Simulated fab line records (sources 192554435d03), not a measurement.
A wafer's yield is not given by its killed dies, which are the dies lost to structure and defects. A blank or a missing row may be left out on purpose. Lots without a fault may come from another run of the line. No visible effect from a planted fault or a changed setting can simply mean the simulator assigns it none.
Chamber matching ; flow n5 finfet ; 4 sister chambers for N5_BEOL_M11_ETCH_61 on rie diel-02
The step etches SiARC in CF4, target depth 39 nm, time 65 s. 22 wafers are shown with their chamber, then 11 later ones without.

## WAFERS PAIRED WITH THEIR CHAMBERS
wafer;chamber;throttle valve pct (%);oes product au (a.u.);etch rf on time s (s)
L075.1;0;15.36;0.77;62.8
L075.2;1;16.00;0.60;65.2
L075.5;0;15.36;0.78;62.6
L077.1;3;15.80;0.58;66.7
L077.5;0;15.34;0.77;63.5
L077.6;2;15.60;0.78;64.7
L079.3;0;15.37;0.77;62.5
L079.4;3;15.77;0.57;66.2
L079.6;2;15.60;0.79;64.1
L080.3;1;16.01;0.59;64.6
L080.4;2;15.63;0.77;63.4
L080.5;1;16.02;0.59;64.4
L082.1;3;15.81;0.57;65.9
L082.2;1;16.00;0.59;64.7
L082.5;3;15.80;0.58;65.0
L084.2;0;15.37;0.75;63.4
L084.4;2;15.62;0.77;64.9
L084.6;1;16.01;0.58;66.1
L089.1;0;15.40;0.74;62.7
L089.2;2;15.64;0.74;64.8
L089.3;3;15.32;0.82;65.0
L088.1;0;15.41;0.74;62.6

SIGNATURES (means of the wafers above)
reading;chamber 0;chamber 1;chamber 2;chamber 3;scatter within a chamber
throttle valve pct;15.3729;16.0080;15.6180;15.7000;0.102
oes product au;0.7600;0.5900;0.7700;0.6240;0.0534
etch rf on time s;62.871;65.000;64.380;65.760;0.61
Rule: for each reading, subtract the chamber's mean from the wafer's reading, divide by that reading's scatter and square the result; add these up over the readings and take the root, which gives the wafer's distance from the chamber. The wafer belongs to the nearest chamber; if the next one is less than 2 further off, it can't be placed. How the scatter is found: for the shown wafers, subtract from each reading the mean of its chamber, square and add these, divide the total by (wafers less chambers), then take the root.

## WAFERS WITHOUT THEIR CHAMBER
wafer;throttle valve pct (%);oes product au (a.u.);etch rf on time s (s)
L088.4;15.32;0.82;64.3
L088.6;15.41;0.73;62.6
L086.3;15.41;0.74;62.7
L086.4;15.32;0.81;64.6
L086.6;15.40;0.74;62.8
L095.2;15.50;0.84;62.8
L095.3;15.45;0.71;62.6
L095.4;15.67;0.72;64.5
L097.1;15.35;0.77;64.3
L097.2;15.43;0.72;63.2
L097.3;15.51;0.82;63.3

## WHICH CHAMBER EACH ONE RAN IN
wafer;from the rows above;in truth
L088.4;can't be placed: 0 or 2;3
L088.6;0;0
L086.3;0;0
L086.4;can't be placed: 0 or 2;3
L086.6;0;0
L095.2;can't be placed: 0 or 2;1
L095.3;0;0
L095.4;can't be placed: 2 or 3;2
L097.1;can't be placed: 0 or 2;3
L097.2;can't be placed: 0 or 2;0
L097.3;can't be placed: 0 or 2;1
Correctly placed: 4 of 11. Not placeable from these rows: 7 (in 2, the candidates include the true chamber). Wrongly placed: 0.
